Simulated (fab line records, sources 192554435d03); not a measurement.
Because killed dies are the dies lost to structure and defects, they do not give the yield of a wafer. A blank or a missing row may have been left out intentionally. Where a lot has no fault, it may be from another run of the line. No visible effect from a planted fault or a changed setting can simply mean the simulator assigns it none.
Split-lot trial / flow n5 finfet / 21 wafers read from 7 lots, route of 1938 steps

== SPLIT DETAILS ==
At N5_BEOL_M5_TRENCH_ETCH_37 (etches SiCOH lowk in C4F6/O2, target depth 71.652 nm, time 24.7 s), the setting bias w was moved away from the recipe's 185 W on 7 of the 21 wafers read, by -13.9% to +8.8%. The other wafers ran this setting at the recipe's value.

== FROM THE SPLIT TO THE READING: what the file shows between them, 8 steps ==
- N5_BEOL_M5_ETCH_41: etches SiCN in CH3F/O2, target depth 31.5 nm, time 56.7 s
- N5_BEOL_M5_STRIP_91: strips in N2/H2, time 10 s
- N5_BEOL_M5_ECD_50: material Cu, target thk 300 nm
- N5_BEOL_M5_ANNEAL_51: time 90 s
- N5_BEOL_M5_CMP_52: polishes, stops on SiCOH lowk, t overpolish 6.9 s, target thk 62 nm
- N5_BEOL_M5_PRE_CLEAN_77: time 15 s
- N5_BEOL_M5_PRE_CLEAN_55: time 15 s
- N5_BEOL_M5_DEP_56: deposits SiCN from 3MS/NH3, target thk 8 nm, time 14 s

== THE READING ==
M5_RS, in ohm/sq, at N5_BEOL_M5_RS_MEAS_57 (measures by four-point-probe). On this fab line, fault-free wafers typically give 0.390 ohm/sq with a standard deviation of 0.011 ohm/sq.

wafer=L075.1; tool, chamber at the split=rie diel-04, 2; bias w as run, W=185; against the recipe=recipe; M5_RS, ohm/sq=0.389; against lot-mates on the recipe=-
wafer=L075.4; tool, chamber at the split=rie diel-04, 0; bias w as run, W=185; against the recipe=recipe; M5_RS, ohm/sq=0.368; against lot-mates on the recipe=-
wafer=L075.6; tool, chamber at the split=rie diel-04, 2; bias w as run, W=185; against the recipe=recipe; M5_RS, ohm/sq=0.387; against lot-mates on the recipe=-
wafer=L079.1; tool, chamber at the split=rie diel-05, 1; bias w as run, W=159.2; against the recipe=-13.9%; M5_RS, ohm/sq=0.424; against lot-mates on the recipe=+0.049
wafer=L079.2; tool, chamber at the split=rie diel-05, 0; bias w as run, W=185; against the recipe=recipe; M5_RS, ohm/sq=0.375; against lot-mates on the recipe=-
wafer=L079.5; tool, chamber at the split=rie diel-05, 1; bias w as run, W=159.2; against the recipe=-13.9%; M5_RS, ohm/sq=0.414; against lot-mates on the recipe=+0.039
wafer=L084.3; tool, chamber at the split=rie diel-04, 1; bias w as run, W=185; against the recipe=recipe; M5_RS, ohm/sq=0.414; against lot-mates on the recipe=-
wafer=L084.4; tool, chamber at the split=rie diel-04, 2; bias w as run, W=196.9; against the recipe=+6.4%; M5_RS, ohm/sq=0.397; against lot-mates on the recipe=-0.017
wafer=L084.6; tool, chamber at the split=rie diel-04, 3; bias w as run, W=196.9; against the recipe=+6.4%; M5_RS, ohm/sq=0.398; against lot-mates on the recipe=-0.016
wafer=L085.2; tool, chamber at the split=rie diel-05, 0; bias w as run, W=185; against the recipe=recipe; M5_RS, ohm/sq=0.405; against lot-mates on the recipe=-
wafer=L085.5; tool, chamber at the split=rie diel-05, 1; bias w as run, W=201.2; against the recipe=+8.8%; M5_RS, ohm/sq=0.374; against lot-mates on the recipe=-0.031
wafer=L085.6; tool, chamber at the split=rie diel-05, 2; bias w as run, W=201.2; against the recipe=+8.8%; M5_RS, ohm/sq=0.387; against lot-mates on the recipe=-0.018
wafer=L086.2; tool, chamber at the split=rie diel-04, 2; bias w as run, W=185; against the recipe=recipe; M5_RS, ohm/sq=0.394; against lot-mates on the recipe=-
wafer=L086.3; tool, chamber at the split=rie diel-04, 0; bias w as run, W=199.6; against the recipe=+7.9%; M5_RS, ohm/sq=0.368; against lot-mates on the recipe=-0.027
wafer=L086.5; tool, chamber at the split=rie diel-04, 1; bias w as run, W=185; against the recipe=recipe; M5_RS, ohm/sq=0.395; against lot-mates on the recipe=-
wafer=L088.2; tool, chamber at the split=rie diel-05, 2; bias w as run, W=185; against the recipe=recipe; M5_RS, ohm/sq=0.395; against lot-mates on the recipe=-
wafer=L088.3; tool, chamber at the split=rie diel-05, 3; bias w as run, W=185; against the recipe=recipe; M5_RS, ohm/sq=0.373; against lot-mates on the recipe=-
wafer=L088.4; tool, chamber at the split=rie diel-05, 0; bias w as run, W=185; against the recipe=recipe; M5_RS, ohm/sq=0.393; against lot-mates on the recipe=-
wafer=L090.2; tool, chamber at the split=rie diel-04, 2; bias w as run, W=185; against the recipe=recipe; M5_RS, ohm/sq=0.392; against lot-mates on the recipe=-
wafer=L090.4; tool, chamber at the split=rie diel-04, 2; bias w as run, W=185; against the recipe=recipe; M5_RS, ohm/sq=0.384; against lot-mates on the recipe=-
wafer=L090.6; tool, chamber at the split=rie diel-04, 1; bias w as run, W=185; against the recipe=recipe; M5_RS, ohm/sq=0.380; against lot-mates on the recipe=-

THE FIT
A straight line over all 21 wafers: M5_RS changes by -0.00155 ohm/sq for each +1% of bias w; r = -0.60; the points scatter about the line by 0.012 ohm/sq.
The same after taking each lot's own level away (the mean of its wafers on the recipe; 21 wafers): -0.00303 ohm/sq for each +1%; r = -0.94; scatter 0.0065 ohm/sq.
That fit puts the effect of the largest move of bias w on the reading at 0.042 ohm/sq.
The span of the lots' own levels, 0.3750 to 0.4140 ohm/sq, comes to 3.5 times the standard deviation stated above.
So the lot-to-lot level blurs the effect unless lot-mates are compared.
Check: +0.0394 ohm/sq against its lot-mates is what the line predicts for one of the wafers moved furthest among these (-13.9%) when that wafer is left out of the fit. Against them it came out at +0.049 ohm/sq.
Tool readings at the split's step, against how far the setting was moved: rf vpp V r = +0.99.

== THESE WAFERS: OTHER SPLITS ==
Other splits were also applied to these wafers ahead of the reading. Each is held against what the fit with the lots' levels taken away leaves over:
other split on the same wafers=N5_BEOL_M5_VIA_ETCH_34 bias w; wafers away from the commonest value=8; r with M5_RS (lot level and that fit taken away)=+0.03

== THE WHOLE CHAIN: every reading that the file lists as answering this split, in the file's order ==
step=N5_BEOL_M5_TRENCH_ETCH_37; what it does=etches SiCOH lowk in C4F6/O2, target depth 71.652 nm, time 24.7 s; reading=rf vpp V; change (the file's fit)=+5.45 V for each +1% of the setting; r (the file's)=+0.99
step=N5_BEOL_M5_CMP_52; what it does=polishes, stops on SiCOH lowk, t overpolish 6.9 s, target thk 62 nm; reading=Cu_of_BEOL_M5_ECD_50.thk nm (the simulator's own value, which no gauge read); change (the file's fit)=+0.402 nm for each +1% of the setting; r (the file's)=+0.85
step=N5_BEOL_M5_RS_MEAS_57; what it does=measures by four-point-probe; reading=M5_RS; change (the file's fit)=-0.00305 for each +1% of the setting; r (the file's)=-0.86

== THE FILE'S OWN FIT ==
M5_RS changes by -0.00305 ohm/sq for each +1% of bias w, r = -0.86.
